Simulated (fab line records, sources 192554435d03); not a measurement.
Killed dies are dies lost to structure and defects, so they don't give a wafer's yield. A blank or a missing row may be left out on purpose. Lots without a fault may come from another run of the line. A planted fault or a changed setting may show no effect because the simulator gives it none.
Which tool did it? | flow n5_finfet | 14 lots, 40 wafers sampled, at 4 steps of a route of 1938

WHAT THE GAUGES READ, wafer by wafer
The record holds no reading of a measuring or inspecting step that can be judged against a usual standard deviation.

WHICH TOOL RAN EACH LOT (tool, then ch and the chambers of the sampled wafers, then the start)
lot  | N5_BEOL_M3_PRE_CLEAN_60          | N5_BEOL_M4_PEB_09                 | N5_BEOL_M4_ETCH_74                 | N5_BEOL_M4_ETCH_63
L146 | cvd_co-01 ch 0,1,2, day 8 04:47  | litho_track-03 ch 0, day 8 07:19  | rie_diel-06 ch 2,3, day 8 07:32    | rie_diel-06 ch 2,3, day 8 07:34
L148 | cvd_co-01 ch 0,1, day 9 00:40    | litho_track-05 ch 0, day 9 01:49  | rie_diel-03 ch 0,1, day 9 02:02    | rie_diel-03 ch 0,1, day 9 02:03
L149 | cvd_co-01 ch 1,2, day 9 06:12    | litho_track-01 ch 0, day 9 07:20  | rie_diel-04 ch 0,1,3, day 9 07:33  | rie_diel-04 ch 0,1,3, day 9 07:34
L152 | cvd_co-01 ch 0,1,2, day 9 17:19  | litho_track-03 ch 0, day 9 20:53  | rie_diel-06 ch 1,2,3, day 9 21:31  | rie_diel-06 ch 1,2,3, day 9 21:32
L151 | cvd_co-01 ch 1,2, day 9 22:24    | litho_track-05 ch 0, day 9 23:30  | rie_diel-03 ch 1,2, day 9 23:43    | rie_diel-03 ch 1,2, day 9 23:44
L154 | cvd_co-02 ch 1,2, day 10 09:41   | litho_track-03, day 10 12:10      | rie_diel-04 ch 0,3, day 10 12:28   | rie_diel-04 ch 0,3, day 10 12:29
L155 | cvd_co-02 ch 0,1,2, day 10 15:24 | litho_track-01, day 10 16:21      | rie_diel-06 ch 0,1,3, day 10 16:34 | rie_diel-06 ch 0,1,3, day 10 16:35
L158 | cvd_co-01 ch 0,1, day 11 15:28   | litho_track-03 ch 0, day 11 17:08 | rie_diel-06 ch 0,1, day 11 17:22   | rie_diel-06 ch 0,1, day 11 17:22
L164 | cvd_co-02 ch 0,1,2, day 12 23:59 | litho_track-03 ch 0, day 13 02:40 | rie_diel-03 ch 0,3, day 13 02:53   | rie_diel-03 ch 0,3, day 13 02:55
L166 | cvd_co-02 ch 0,1,2, day 13 04:37 | litho_track-03 ch 0, day 13 05:32 | rie_diel-03 ch 0,1,3, day 13 05:48 | rie_diel-03 ch 0,1,3, day 13 05:49
L165 | cvd_co-01 ch 0,1, day 13 08:08   | litho_track-01 ch 0, day 13 08:56 | rie_diel-06 ch 1,2,3, day 13 09:09 | rie_diel-06 ch 1,2,3, day 13 09:10
L167 | cvd_co-01 ch 0,2, day 13 09:13   | litho_track-05 ch 0, day 13 11:15 | rie_diel-03 ch 0,2,3, day 13 11:28 | rie_diel-03 ch 0,2,3, day 13 11:29
L168 | cvd_co-02 ch 0,1, day 13 14:39   | litho_track-05 ch 0, day 13 15:56 | rie_diel-03 ch 1,2, day 13 16:09   | rie_diel-03 ch 1,2, day 13 16:10
L169 | cvd_co-02 ch 0,2, day 13 21:30   | litho_track-01 ch 0, day 14 00:05 | rie_diel-04 ch 0,1, day 14 00:36   | rie_diel-04 ch 0,1, day 14 00:37
- N5_BEOL_M3_PRE_CLEAN_60: time 15 s.
- N5_BEOL_M4_PEB_09: peb time 60 s.
- N5_BEOL_M4_ETCH_74: etches underlayer in N2/H2, target depth 6.5 nm, time 5.2 s.
- N5_BEOL_M4_ETCH_63: etches SiARC in CF4, target depth 15.6 nm, time 26 s.

WHAT THE TOOLS THEMSELVES READ (means of the sampled wafers that have a number; where no wafer has one, the mark that the record gives instead)
N5_BEOL_M3_PRE_CLEAN_60.
lot  | tool      | heater_power_w (W)
L146 | cvd_co-01 | 104
L148 | cvd_co-01 | 119
L149 | cvd_co-01 | 107
L152 | cvd_co-01 | 102
L151 | cvd_co-01 | 107
L154 | cvd_co-02 | 78
L155 | cvd_co-02 | 86
L158 | cvd_co-01 | 118
L164 | cvd_co-02 | 87
L166 | cvd_co-02 | 86
L165 | cvd_co-01 | 120
L167 | cvd_co-01 | 89
L168 | cvd_co-02 | 91
L169 | cvd_co-02 | 93

N5_BEOL_M4_PEB_09.
lot  | tool           | chill_plate_temp_C (C) | exhaust_pa (Pa) | plate_temp_C (C)
L146 | litho_track-03 | 23.03                  | 43.0            | 99.99
L148 | litho_track-05 | 22.94                  | 44.1            | 99.82
L149 | litho_track-01 | 23.05                  | 43.8            | 100.00
L152 | litho_track-03 | 23.11                  | 44.2            | 99.86
L151 | litho_track-05 | 22.89                  | 45.5            | 100.04
L154 | litho_track-03 | -                      | -               | -
L155 | litho_track-01 | -                      | -               | -
L158 | litho_track-03 | 22.92                  | 45.1            | 99.99
L164 | litho_track-03 | 23.05                  | 46.2            | 100.00
L166 | litho_track-03 | 23.03                  | 44.3            | 99.92
L165 | litho_track-01 | 22.96                  | 44.4            | 100.07
L167 | litho_track-05 | 22.97                  | 45.3            | 100.13
L168 | litho_track-05 | 22.90                  | 44.4            | 100.03
L169 | litho_track-01 | 23.04                  | 44.0            | 99.98

N5_BEOL_M4_ETCH_74.
lot  | tool        | bias_w (W) | drypump_motor_current_A (A) | etch_rf_on_time_s (s) | h2_flow_sccm (sccm) | oes_product_au (a.u.) | rf_vpp_V (V) | showerhead_plenum_p_Torr (Torr) | throttle_valve_pct (%)
L146 | rie_diel-06 | 150.4      | 5.2                         | 5.04                  | 200.1               | 0.68                  | 526.6        | 2.62                            | 17.89
L148 | rie_diel-03 | 150.0      | 5.8                         | 5.19                  | 199.5               | 0.68                  | 525.0        | 2.59                            | 17.59
L149 | rie_diel-04 | 149.9      | 5.5                         | 5.22                  | 199.6               | 0.64                  | 523.0        | 2.47                            | 17.68
L152 | rie_diel-06 | 150.0      | 5.4                         | 5.00                  | 200.4               | 0.71                  | 527.3        | 2.65                            | 17.83
L151 | rie_diel-03 | 150.1      | 5.8                         | 5.23                  | 200.3               | 0.69                  | 522.2        | 2.49                            | 17.77
L154 | rie_diel-04 | 150.2      | 5.5                         | 5.23                  | 200.4               | 0.62                  | 522.5        | 2.49                            | 17.72
L155 | rie_diel-06 | 150.1      | 5.4                         | 5.11                  | 199.8               | 0.76                  | 527.5        | 2.66                            | 17.78
L158 | rie_diel-06 | 150.2      | 5.6                         | 5.12                  | 200.2               | 0.74                  | 527.1        | 2.63                            | 17.81
L164 | rie_diel-03 | 150.2      | 5.5                         | 5.24                  | 199.8               | 0.65                  | 522.5        | 2.50                            | 17.79
L166 | rie_diel-03 | 150.3      | 5.7                         | 5.16                  | 200.4               | 0.65                  | 523.9        | 2.54                            | 17.71
L165 | rie_diel-06 | 150.5      | 5.4                         | 5.08                  | 200.2               | 0.74                  | 527.2        | 2.64                            | 17.73
L167 | rie_diel-03 | 150.4      | 5.5                         | 5.23                  | 200.2               | 0.67                  | 523.7        | 2.50                            | 17.86
L168 | rie_diel-03 | 149.5      | 5.8                         | 5.26                  | 200.4               | 0.66                  | 521.8        | 2.47                            | 17.83
L169 | rie_diel-04 | 149.8      | 5.4                         | 5.19                  | 200.2               | 0.63                  | 520.2        | 2.42                            | 17.70

N5_BEOL_M4_ETCH_63.
lot  | tool        | bias_w (W) | drypump_motor_current_A (A) | etch_rf_on_time_s (s) | oes_product_au (a.u.) | rf_vpp_V (V) | showerhead_plenum_p_Torr (Torr) | throttle_valve_pct (%)
L146 | rie_diel-06 | 35.92      | 5.2                         | 25.1                  | 0.68                  | 185.7        | 2.22                            | 15.81
L148 | rie_diel-03 | 35.94      | 5.8                         | 26.1                  | 0.67                  | 184.2        | 2.20                            | 15.50
L149 | rie_diel-04 | 35.95      | 5.5                         | 26.0                  | 0.64                  | 183.5        | 2.09                            | 15.53
L152 | rie_diel-06 | 35.94      | 5.4                         | 25.3                  | 0.72                  | 185.5        | 2.25                            | 15.72
L151 | rie_diel-03 | 35.97      | 5.8                         | 26.2                  | 0.69                  | 183.6        | 2.10                            | 15.58
L154 | rie_diel-04 | 36.08      | 5.5                         | 26.1                  | 0.63                  | 183.6        | 2.11                            | 15.60
L155 | rie_diel-06 | 36.12      | 5.4                         | 25.4                  | 0.76                  | 185.2        | 2.24                            | 15.59
L158 | rie_diel-06 | 36.00      | 5.6                         | 25.5                  | 0.74                  | 185.1        | 2.22                            | 15.52
L164 | rie_diel-03 | 36.02      | 5.5                         | 26.2                  | 0.65                  | 184.0        | 2.12                            | 15.55
L166 | rie_diel-03 | 36.03      | 5.7                         | 26.0                  | 0.65                  | 183.8        | 2.15                            | 15.53
L165 | rie_diel-06 | 35.98      | 5.4                         | 25.4                  | 0.75                  | 185.0        | 2.24                            | 15.62
L167 | rie_diel-03 | 36.19      | 5.5                         | 26.3                  | 0.65                  | 184.2        | 2.11                            | 15.65
L168 | rie_diel-03 | 35.97      | 5.9                         | 26.8                  | 0.66                  | 183.6        | 2.09                            | 15.63
L169 | rie_diel-04 | 36.04      | 5.4                         | 25.8                  | 0.63                  | 183.2        | 2.05                            | 15.54

THE ANSWER, worked out from the rows above alone
Rule: what is usual is taken from the lots themselves. Put in order of their means at a reading, lots are off if they are a third of the lots or fewer, leave a main group of 4 or more, and stand apart from it by a gap of 3 or more times the standard deviation of the main group's means; of several such gaps the widest counts. A main group whose means are all the same, to the digits that the tables above print for the reading, isn't used. A lot without any number at a reading at which 4 lots or more have one is off too. The other lots that the step has rows for count as sound. The gauges are gone through in route order, then the tools' own readings, and for those a lot's mean is taken as printed above. The first step at which some lot is off is used, and at that step the reading that is off furthest; a lot without a number counts as furthest.
Off: L154, L155, at N5_BEOL_M4_PEB_09 (chill_plate_temp_C). Without a number there: L154, L155. The main group: mean 22.99 C, standard deviation 0.067.
A tool fits if, at that step or a process step before it, it ran every lot that is off, and no sound lot after the first of them. None of those tried fits.

WHAT THE SIMULATOR HAD PUT IN
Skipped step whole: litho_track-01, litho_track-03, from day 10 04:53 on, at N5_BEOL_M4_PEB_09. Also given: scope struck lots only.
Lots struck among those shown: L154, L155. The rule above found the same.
